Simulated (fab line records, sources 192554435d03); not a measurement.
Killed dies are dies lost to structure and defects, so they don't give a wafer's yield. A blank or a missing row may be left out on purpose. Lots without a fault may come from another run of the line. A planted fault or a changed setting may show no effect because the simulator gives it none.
fab line records | flow n5_finfet
record lots=5 wafers=15 last_day=18
route steps=1938 shown BEOL_M3@938 BEOL_M4@1111
lots that met no fault: from a run of the same line without faults
start_h: hours from the record's first day to the start of the lot's first wafer shown | wait_h: hours since the lot's step before | " the same as in the row above | L1.1+2: a row that stands for several wafers | - no value, or no start given | * or withheld: withheld | < > ~ a bound
route shown NAME@n: a module of which the file shows steps, and the number in the route of the first | usual: mean/standard deviation of fault-free wafers | same: alike in all rows | chamber/n: place in a boat | sites: the reading at each site | _std_site: their standard deviation | _edge_site: outer sites' mean less inner sites' | radius_mm: how far each site lies from the wafer's centre | mask NAME#n: copy n | behind: the tool/chamber that last shaped the wafer | hold: why the lot was held/for how many hours/how that ended | device: the transistor (n, p or np) that didn't switch | end of line: the same wafers' tests at the end of the route | a step without rows: its recipe alone | killed: dies lost to structure and defects at the first sort, not the wafer's yield | map: a wafer's dies, x killed, . not, _ none there
set.NAME: the setting as run; set.NAME@STEP: as run at that earlier step | model.NAME: the simulator's own value behind a step, which no gauge read
lots at some steps of the route; a table a step, a row a wafer
services: from which hour (start_h, from the record's first day; less than 0 if before it) a tool's chamber was out of use, for how many hours, and why
## steps
# step N5_BEOL_M3_COAT_05
# recipe resist=CAR-EUV spin_rpm=1500 resist_thk_nm=30
# step N5_BEOL_M3_EBR_07
# recipe solvent=PGMEA ebr_width_mm=1.5
# step N5_BEOL_M3_SOFTBAKE_06
# recipe temp_c=110 time_s=60 resist=CAR-EUV
# step N5_BEOL_M3_EXPOSE_08
# recipe mask_id=M3 na=0.33 source_shape=dipole sigma_inner=0.369 sigma_outer=0.767 polarization=unpolarized dose_mj=33
# step N5_BEOL_M3_PEB_09
# recipe peb_temp_c=100 peb_time_s=60 resist=CAR-EUV
# step N5_BEOL_M3_DEVELOP_10
# recipe develop_time_s=30 developer=TMAH resist=CAR-EUV rinse_liquid=surfactant_rinse dry=air_spin dev_temp_c=23
# step N5_BEOL_M3_CD_MEAS_11
# recipe target_cd_nm=17.05 landing_energy_ev=500 detector=se_inlens polarity=opening
# usual cd_nm=17.04/0.25
# columns lot.wafer tool chamber start_h wait_h cd_nm
L287.2 cd_sem-02 0 150.61 - 17.56
L287.5 " 0 " " 16.98
L287.6 " 0 " " 17.25
L288.1 cd_sem-01 0 151.67 - 17.02
L288.3 " 0 " " 17.01
L288.4 " 0 " " 16.62
L294.2 cd_sem-01 0 189.80 - 17.09
L294.5 " 0 " " 17.01
L294.6 " 0 " " 16.58
L299.2 cd_sem-02 0 229.38 - 16.86
L299.4 " 0 " " 16.96
L299.6 " 0 " " 16.49
L304.1 cd_sem-01 0 291.12 - 16.55
L304.2 " 0 " " 17.29
L304.6 " 0 " " 17.05
# step N5_BEOL_M3_OVL_MEAS_12
# recipe points_per_wafer=522
# usual M3_OVL=0.6/0.69
# columns lot.wafer tool chamber start_h wait_h M3_OVL[nm]
L287.2 overlay-01 0 150.64 0.0 0.6
L287.5 " 0 " " 1.2
L287.6 " 0 " " 0.6
L288.1 overlay-01 0 151.70 0.0 0.8
L288.3 " 0 " " 0.3
L288.4 " 0 " " 1.0
L294.2 overlay-01 0 189.83 0.0 0.7
L294.5 " 0 " " 0.3
L294.6 " 0 " " 0.5
L299.2 overlay-02 0 229.41 0.0 1.0
L299.4 " 0 " " 1.1
L299.6 " 0 " " 1.5
L304.1 overlay-01 0 291.15 0.0 0.2
L304.2 " 0 " " 0.6
L304.6 " 0 " " 0.7
# step N5_BEOL_M3_INSPECT_13
# recipe mode=adi inspect_instrument=brightfield
# usual raw_defect_count=432/89
# columns lot.wafer tool chamber start_h wait_h raw_defect_count
L287.2 defect_inspect-02 - 150.70 0.0 457
L287.5 " - " " 444
L287.6 " - " " 652
L288.1 defect_inspect-02 - 151.76 0.1 585
L288.3 " - " " 615
L288.4 " - " " 474
L294.2 defect_inspect-02 - 189.89 0.1 528
L294.5 " - " " 495
L294.6 " - " " 511
L299.2 defect_inspect-02 - 229.47 0.0 406
L299.4 " - " " 391
L299.6 " - " " 426
L304.1 defect_inspect-02 - 291.21 0.1 477
L304.2 " - " " 446
L304.6 " - " " 484
# step N5_BEOL_M3_DESCUM_16
# recipe chemistry=O2 time_s=7 source_power_w=50 bias_power_w=20 pressure_mtorr=20 rf_frequency_hz=2.712e+07 temp_c=40 resist=CAR-EUV o2_flow_sccm=225
# usual drypump_motor_current_A=5.8/0.52 oes_product_au=0.80/0.083 rf_vpp_V=243.3/1.5 showerhead_plenum_p_Torr=2.10/0.082 throttle_valve_pct=20.51/0.21
# same time_s=7
# columns lot.wafer tool chamber start_h wait_h drypump_motor_current_A oes_product_au rf_hours_counter_h rf_vpp_V showerhead_plenum_p_Torr throttle_valve_pct
L287.2 rie_diel-05 3 151.85 1.2 5.1 0.67 241 241.7 1.97 20.68
L287.5 " 1 " " 5.4 0.78 - 242.8 1.99 20.26
L287.6 " 2 " " 5.1 0.89 - 241.8 2.05 20.58
L288.1 rie_diel-05 3 152.19 0.4 5.1 0.68 241 242.5 1.97 20.69
L288.3 " 0 " " 6.8 0.85 84 245.2 2.21 20.24
L288.4 " 1 " " 5.4 0.79 125 241.3 1.99 20.25
L294.2 rie_diel-03 3 189.93 0.0 5.6 0.73 182 243.3 2.07 20.44
L294.5 " 3 " " 5.6 0.72 - 243.3 2.07 20.44
L294.6 " 0 " " 5.9 0.81 - 244.3 2.14 20.70
L299.2 rie_diel-06 1 229.50 0.0 6.3 0.75 171 243.1 2.17 20.91
L299.4 " 3 " " 5.9 0.82 - 241.0 2.01 20.39
L299.6 " 0 " " 5.8 0.97 - 244.8 2.13 20.50
L304.1 rie_diel-03 3 291.25 0.0 5.6 0.70 208 243.8 2.06 20.48
L304.2 " 1 " " 6.1 0.72 194 243.8 2.09 20.52
L304.6 " 3 " " 5.7 0.71 - 242.8 2.06 20.49
# step N5_BEOL_M3_ETCH_74
# recipe chemistry=N2/H2 target=underlayer target_depth_a=65 mask_material=CAR-EUV time_s=5.2 ion_energy_ev=200 pressure_mtorr=30 source_w=840 bias_w=150 n2_flow_sccm=200 h2_flow_sccm=200 ends=cleared
# usual drypump_motor_current_A=5.8/0.52 etch_rf_on_time_s=5.22/0.14 oes_product_au=0.68/0.071 rf_vpp_V=524.4/3 showerhead_plenum_p_Torr=2.55/0.095 throttle_valve_pct=17.96/0.24
# columns lot.wafer tool chamber start_h wait_h drypump_motor_current_A etch_rf_on_time_s oes_product_au rf_hours_counter_h rf_vpp_V showerhead_plenum_p_Torr throttle_valve_pct
L287.2 rie_diel-05 3 151.88 0.0 5.1 5.53 0.56 241 519.8 2.41 18.19
L287.5 " 1 " " 5.4 5.23 0.67 - 520.9 2.44 17.69
L287.6 " 2 " " 5.0 5.04 0.78 - 523.4 2.50 18.10
L288.1 rie_diel-05 3 152.22 0.0 5.1 5.44 0.57 241 520.2 2.41 18.20
L288.3 " 0 " " 6.8 5.22 0.72 84 527.3 2.67 17.64
L288.4 " 1 " " 5.4 5.23 0.66 125 522.5 2.44 17.71
L294.2 rie_diel-03 3 189.96 0.0 5.6 5.26 0.61 182 526.6 2.53 17.90
L294.5 " 3 " " 5.6 5.17 0.61 - 523.2 2.53 17.89
L294.6 " 0 " " 5.9 5.15 0.70 - 523.2 2.58 17.92
L299.2 rie_diel-06 1 229.54 0.0 6.3 5.32 0.63 171 526.3 2.66 18.47
L299.4 " 3 " " 5.9 5.48 0.67 - 520.7 2.47 17.92
L299.6 " 0 " " 5.8 5.26 0.81 - 528.9 2.60 17.94
L304.1 rie_diel-03 3 291.28 0.0 5.7 5.27 0.61 208 522.7 2.51 17.91
L304.2 " 1 " " 6.1 5.32 0.61 194 523.4 2.52 17.91
L304.6 " 3 " " 5.7 5.26 0.60 - 523.8 2.51 17.91
# step N5_BEOL_M3_ETCH_63
# recipe chemistry=CF4 target=SiARC target_depth_a=156 mask_material=CAR-EUV time_s=26 ion_energy_ev=80 pressure_mtorr=40 source_w=545 bias_w=36 Ar_flow_sccm=100 cf4_flow_sccm=100 ends=cleared
# usual drypump_motor_current_A=5.8/0.52 etch_rf_on_time_s=26.1/0.65 oes_product_au=0.68/0.071 rf_vpp_V=184.1/1.2 showerhead_plenum_p_Torr=2.15/0.077 throttle_valve_pct=15.70/0.19
# columns lot.wafer tool chamber start_h wait_h drypump_motor_current_A etch_rf_on_time_s oes_product_au rf_hours_counter_h rf_vpp_V showerhead_plenum_p_Torr throttle_valve_pct
L287.2 rie_diel-05 3 151.90 0.0 5.1 27.1 0.56 241 183.6 2.03 15.92
L287.5 " 1 " " 5.4 26.3 0.66 - 183.1 2.05 15.52
L287.6 " 2 " " 5.1 25.4 0.77 - 182.5 2.10 15.62
L288.1 rie_diel-05 3 152.24 0.0 5.1 27.3 0.57 241 182.5 2.03 15.91
L288.3 " 0 " " 6.8 26.3 0.71 84 184.5 2.26 15.43
L288.4 " 1 " " 5.4 26.4 0.67 125 183.8 2.05 15.48
L294.2 rie_diel-03 3 189.98 0.0 5.7 26.6 0.61 182 182.7 2.14 15.79
L294.5 " 3 " " 5.7 26.8 0.61 - 183.6 2.14 15.79
L294.6 " 0 " " 5.9 26.1 0.69 - 184.7 2.17 15.63
L299.2 rie_diel-06 1 229.55 0.0 6.3 26.2 0.64 171 184.3 2.21 15.96
L299.4 " 3 " " 5.9 27.1 0.69 - 183.7 2.08 15.70
L299.6 " 0 " " 5.8 26.1 0.81 - 186.2 2.19 15.71
L304.1 rie_diel-03 3 291.30 0.0 5.6 26.5 0.60 208 183.9 2.13 15.84
L304.2 " 1 " " 6.1 26.4 0.61 194 184.4 2.14 15.72
L304.6 " 3 " " 5.6 26.3 0.60 - 184.5 2.13 15.85
# step N5_BEOL_M3_ETCH_64
# recipe chemistry=N2/H2 target=SOC target_depth_a=750 overetch_a=150 mask_material=SiARC temp_c=40 time_s=112.5 ion_energy_ev=200 pressure_mtorr=30 source_w=840 bias_w=150 n2_flow_sccm=200 h2_flow_sccm=200
# usual drypump_motor_current_A=5.8/0.52 oes_product_au=0.63/0.06 rf_vpp_V=524.2/2.7 showerhead_plenum_p_Torr=2.55/0.095 throttle_valve_pct=17.92/0.24
# same time_s=112.5
# columns lot.wafer tool chamber start_h wait_h drypump_motor_current_A oes_product_au rf_hours_counter_h rf_vpp_V showerhead_plenum_p_Torr throttle_valve_pct model.SiARC_of_BEOL_M3_COAT_62.thk_nm model.BEOL_M3.cd_offset_nm
L287.2 rie_diel-05 3 151.93 0.0 5.1 0.55 241 519.7 2.41 18.17 7 0.2
L287.5 " 1 " " 5.4 0.62 - 523.0 2.44 17.68 6.8 0.2
L287.6 " 2 " " 5.1 0.71 - 523.6 2.50 18.05 6.6 0.2
L288.1 rie_diel-05 3 152.26 0.0 5.1 0.54 241 519.9 2.41 18.19 7 -0.2
L288.3 " 0 " " 6.8 0.66 84 527.0 2.67 17.59 6.8 0
L288.4 " 1 " " 5.4 0.61 125 521.3 2.44 17.64 7 -0.2
L294.2 rie_diel-03 3 190.01 0.0 5.7 0.58 182 524.8 2.53 17.84 7 0
L294.5 " 3 " " 5.7 0.57 - 523.8 2.53 17.83 7 0.2
L294.6 " 0 " " 5.9 0.64 - 524.3 2.58 17.90 6.8 0.2
L299.2 rie_diel-06 1 229.58 0.0 6.3 0.60 171 527.3 2.66 18.43 6.6 -0.2
L299.4 " 3 " " 5.9 0.66 - 521.6 2.47 17.90 7 -0.4
L299.6 " 0 " " 5.8 0.76 - 525.0 2.60 17.90 6.8 -0.2
L304.1 rie_diel-03 3 291.33 0.0 5.7 0.57 208 522.0 2.51 17.87 6.8 -0.4
L304.2 " 1 " " 6.1 0.58 194 522.0 2.52 17.87 4.8 1.2
L304.6 " 3 " " 5.6 0.57 - 524.1 2.51 17.87 7 0
# step N5_BEOL_M3_STRIP_65
# recipe chemistry=N2/H2 temp_c=40 n2_flow_sccm=200 h2_flow_sccm=200 rf_frequency_hz=6e+07
# step N5_BEOL_M3_STRIP_75
# recipe chemistry=N2/H2 temp_c=40 n2_flow_sccm=200 h2_flow_sccm=200 rf_frequency_hz=6e+07
# step N5_BEOL_M3_STRIP_66
# recipe chemistry=CF4 resist=SiARC power_w=300 bias_power_w=75 pressure_mtorr=50 cf4_flow_sccm=150 rf_frequency_hz=6e+07
# usual drypump_motor_current_A=5.8/0.52 oes_product_au=0.79/0.075 rf_vpp_V=271.2/1.6 showerhead_plenum_p_Torr=1.80/0.064 throttle_valve_pct=13.66/0.2
# columns lot.wafer tool chamber start_h wait_h drypump_motor_current_A oes_product_au rf_hours_counter_h rf_vpp_V showerhead_plenum_p_Torr throttle_valve_pct
L287.2 rie_diel-05 3 152.06 0.0 5.1 0.67 241 270.7 1.70 13.92
L287.5 " 1 " " 5.4 0.77 - 268.4 1.72 13.50
L287.6 " 2 " " 5.0 0.89 - 271.5 1.76 13.53
L288.1 rie_diel-05 3 152.39 0.0 5.1 0.68 241 268.0 1.70 13.93
L288.3 " 0 " " 6.8 0.83 84 272.6 1.88 13.38
L288.4 " 1 " " 5.4 0.77 125 270.7 1.72 13.50
L294.2 rie_diel-03 3 190.13 0.0 5.6 0.72 182 270.9 1.80 13.78
L294.5 " 3 " " 5.6 0.72 - 272.5 1.80 13.79
L294.6 " 0 " " 5.9 0.80 - 271.7 1.81 13.55
L299.2 rie_diel-06 1 229.71 0.0 6.4 0.75 171 273.2 1.85 13.90
L299.4 " 3 " " 5.9 0.82 - 269.2 1.74 13.63
L299.6 " 0 " " 5.8 0.93 - 272.3 1.84 13.66
L304.1 rie_diel-03 3 291.45 0.0 5.6 0.71 208 270.7 1.79 13.86
L304.2 " 1 " " 6.1 0.72 194 270.0 1.78 13.69
L304.6 " 3 " " 5.6 0.70 - 272.3 1.79 13.85
# step N5_BEOL_M3_HM_OPEN_17
# recipe chemistry=Cl2/BCl3 target_depth_a=200 overetch_a=60 target=TiN mask_material=SOC ion_energy_ev=150 pressure_mtorr=10 icp_w=1000 bias_w=126 Cl2_flow_sccm=53.25 bcl3_flow_sccm=21.75 Ar_flow_sccm=25
# usual drypump_motor_current_A=5.5/0.45 oes_product_au=0.62/0.07 throttle_valve_pct=22.1/0.35
# columns lot.wafer tool chamber start_h wait_h drypump_motor_current_A oes_product_au rf_hours_counter_h throttle_valve_pct model.BEOL_M3.cd_offset_nm
L287.2 rie_metal-03 1 152.10 0.0 5.0 0.71 16 22.0 0.2
L287.5 " 0 " " 5.7 0.53 - 22.4 0.2
L287.6 " 1 " " 5.0 0.71 - 22.0 0.2
L288.1 rie_metal-03 1 152.43 0.0 4.9 0.71 16 22.0 -0.4
L288.3 " 1 " " 4.9 0.70 - 22.1 -0.2
L288.4 " 0 " " 5.7 0.54 - 22.4 -0.2
L294.2 rie_metal-03 0 190.17 0.0 5.7 0.53 116 22.4 0
L294.5 " 0 " " 5.7 0.53 - 22.4 0.2
L294.6 " 1 " " 4.9 0.71 - 22.0 0.2
L299.2 rie_metal-03 1 229.75 0.0 4.9 0.69 24 22.1 -0.2
L299.4 " 1 " " 4.9 0.69 - 22.0 -0.4
L299.6 " 1 " " 4.9 0.70 - 22.0 -0.2
L304.1 rie_metal-03 1 291.49 0.0 5.0 0.66 29 22.1 -0.6
L304.2 " 0 " " 5.7 0.81 1 22.2 1
L304.6 " 0 " " 5.8 0.80 - 22.2 -0.2
# step N5_BEOL_M3_STRIP_19
# recipe chemistry=O2 power_w=400 temp_c=40 pressure_mtorr=30 rf_frequency_hz=6e+07 bias_power_w=0 overash_fraction=0.2 o2_flow_sccm=225
# usual drypump_motor_current_A=5.8/0.48 oes_product_au=0.81/0.087 rf_vpp_V=3.6/0.46 showerhead_plenum_p_Torr=2.11/0.084 throttle_valve_pct=16.77/0.22
# columns lot.wafer tool chamber start_h wait_h drypump_motor_current_A oes_product_au rf_hours_counter_h rf_vpp_V showerhead_plenum_p_Torr throttle_valve_pct
L287.2 rie_diel-05 0 152.41 0.3 6.8 0.85 84 3.5 2.21 16.46
L287.5 " 2 " " 5.0 0.89 - 2.7 2.06 16.72
L287.6 " 3 " " 5.1 0.67 - 3.1 1.98 16.94
L288.1 rie_diel-06 0 152.66 0.2 5.8 0.71 230 3.8 2.15 17.12
L288.3 " 2 " " 5.4 0.71 224 3.6 1.97 16.84
L288.4 " 3 " " 5.9 0.86 66 3.3 2.03 16.60
L294.2 rie_diel-06 3 190.28 0.1 5.9 0.83 84 3.4 2.02 16.64
L294.5 " 1 " " 6.4 0.76 - 4.0 2.18 17.05
L294.6 " 2 " " 5.4 0.70 - 4.2 1.97 16.89
L299.2 rie_diel-05 2 229.86 0.1 5.0 0.84 58 3.9 2.05 16.79
L299.4 " 0 " " 6.8 0.82 115 4.0 2.20 16.55
L299.6 " 3 " " 5.1 0.96 - 4.1 2.23 16.51
L304.1 rie_diel-06 1 291.60 0.1 6.3 0.73 194 3.4 2.17 17.12
L304.2 " 0 " " 5.8 0.91 29 3.3 2.13 16.76
L304.6 " 2 " " 5.4 0.91 - 3.9 2.22 16.41
# step N5_BEOL_M3_CD_MEAS_18
# recipe pitch_nm=36 target_cd_nm=18
# usual cd_nm=18.0/0.35
# columns lot.wafer tool chamber start_h wait_h cd_nm
L287.2 cd_sem-01 - 152.48 0.1 18.2
L287.5 " - " " 18.4
L287.6 " - " " 18.2
L288.1 cd_sem-02 - 152.72 0.0 17.7
L288.3 " - " " 17.5
L288.4 " - " " 17.2
L294.2 cd_sem-03 - 190.36 0.1 17.6
L294.5 " - " " 18.5
L294.6 " - " " 18.5
L299.2 cd_sem-01 - 229.93 0.1 17.9
L299.4 " - " " 17.7
L299.6 " - " " 17.7
L304.1 cd_sem-03 - 291.68 0.1 17.4
L304.2 " - " " 19.4
L304.6 " - " " 17.5
# step N5_BEOL_M3_COAT_67
# recipe resist=SOC temp_c=250 time_s=60 spin_rpm=1500 resist_thk_nm=60
# step N5_BEOL_M4_RC_MEAS_101
# usual DIBL_N=36.1/1.6 DIBL_P=35.8/2.1 IOFF_N=0.16/0.031 IOFF_P=0.21/0.034 ION_N=673/12 ION_P=461/7.2 SS_N=71.4/0.59 SS_P=73.3/0.63 VT_N=250/3.1 VT_P=-250/3.3
# columns lot.wafer tool chamber start_h wait_h DIBL_N[mV/V] DIBL_P[mV/V] IOFF_N[nA/um] IOFF_P[nA/um] ION_N[uA/um] ION_P[uA/um] SS_N[mV/dec] SS_P[mV/dec] VT_N[mV] VT_P[mV]
L288.1 prober-01 0 175.36 0.0 37.0 37.4 0.18 0.23 677 466 71.5 73.3 248 -248
L288.3 " 0 " " 40.3 41.5 0.26 0.31 702 479 73.1 74.3 244 -245
L288.4 " 0 " " 34.9 34.2 0.13 0.17 660 455 71.8 72.4 253 -251
L287.2 prober-02 0 175.40 0.2 36.0 35.0 0.16 0.20 663 453 71.8 73.5 248 -251
L287.5 " 0 " " 33.9 32.9 0.13 0.17 671 458 69.9 73.1 254 -253
L287.6 " 0 " " 35.9 35.7 0.16 0.21 672 459 71.0 73.6 248 -253
L294.2 prober-01 0 215.25 0.2 34.8 33.4 0.13 0.20 667 463 71.3 72.9 250 -247
L294.5 " 0 " " 34.0 33.0 0.12 0.19 668 463 71.0 73.3 251 -250
L294.6 " 0 " " 36.1 33.9 0.15 0.21 686 467 71.6 73.0 249 -247
L299.2 prober-01 0 250.93 0.2 34.7 33.3 0.13 0.17 663 451 71.2 72.7 251 -255
L299.4 " 0 " " 33.9 32.5 0.13 0.16 677 461 70.8 72.7 249 -252
L299.6 " 0 " " 35.7 35.2 0.16 0.21 687 476 71.6 73.3 248 -249
L304.1 prober-01 0 320.15 0.0 36.2 34.5 0.17 0.21 671 457 71.5 72.3 251 -249
L304.2 " 0 " " 38.4 36.9 0.22 0.25 692 467 71.8 73.6 246 -244
L304.6 " 0 " " 38.3 37.0 0.23 0.25 682 466 71.6 73.6 247 -245
## services
# columns tool chamber start_h hours kind
rie_diel-05 1 140.23 4.2 repair
rie_diel-05 0 144.19 3.1 repair
rie_diel-03 1 156.24 7.0 repair
rie_diel-03 2 158.64 5.7 repair
rie_diel-06 1 171.06 6.3 repair
rie_diel-05 3 172.48 - clean
rie_diel-05 3 172.48 - consumable_replace:focus_ring
rie_diel-05 3 172.48 - consumable_replace:showerhead
rie_diel-05 3 172.48 17.5 scheduled_down
rie_diel-05 3 172.48 17.5 vent_cycle
rie_diel-05 1 185.48 11.0 repair
rie_diel-06 0 198.60 - clean
rie_diel-06 0 198.60 - consumable_replace:focus_ring
rie_diel-06 0 198.60 18.2 scheduled_down
rie_diel-06 0 198.60 18.2 vent_cycle
rie_diel-03 3 202.61 2.6 repair
rie_diel-06 2 216.82 - clean
rie_diel-06 2 216.82 - consumable_replace:focus_ring
rie_diel-06 2 216.82 - consumable_replace:showerhead
rie_diel-06 2 216.82 14.5 scheduled_down
rie_diel-06 2 216.82 14.5 vent_cycle
rie_diel-06 - 230.51 0.5 repair
rie_diel-06 2 237.70 13.5 repair
rie_diel-03 - 272.44 14.6 pm
## key
first_sign step=N5_BEOL_M3_CD_MEAS_18 reading=cd_nm direction=up sigmas=3.9 usual=18.0 struck=19.4
effect none on later readings
model_effect step=N5_BEOL_M3_ETCH_64 value=SiARC_of_BEOL_M3_COAT_62.thk_nm without=6.8 struck=4.8
model_effect step=N5_BEOL_M3_HM_OPEN_17 value=BEOL_M3.cd_offset_nm without=0.2 struck=1
met_at N5_BEOL_M3_ETCH_64
struck_wafers L304.2
fault kind=process_parameter_drift tool=rie_diel-03 chamber=1 onset_h=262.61 steps=N5_BEOL_M3_ETCH_64 channel=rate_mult offset=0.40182 shape=step end_h=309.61
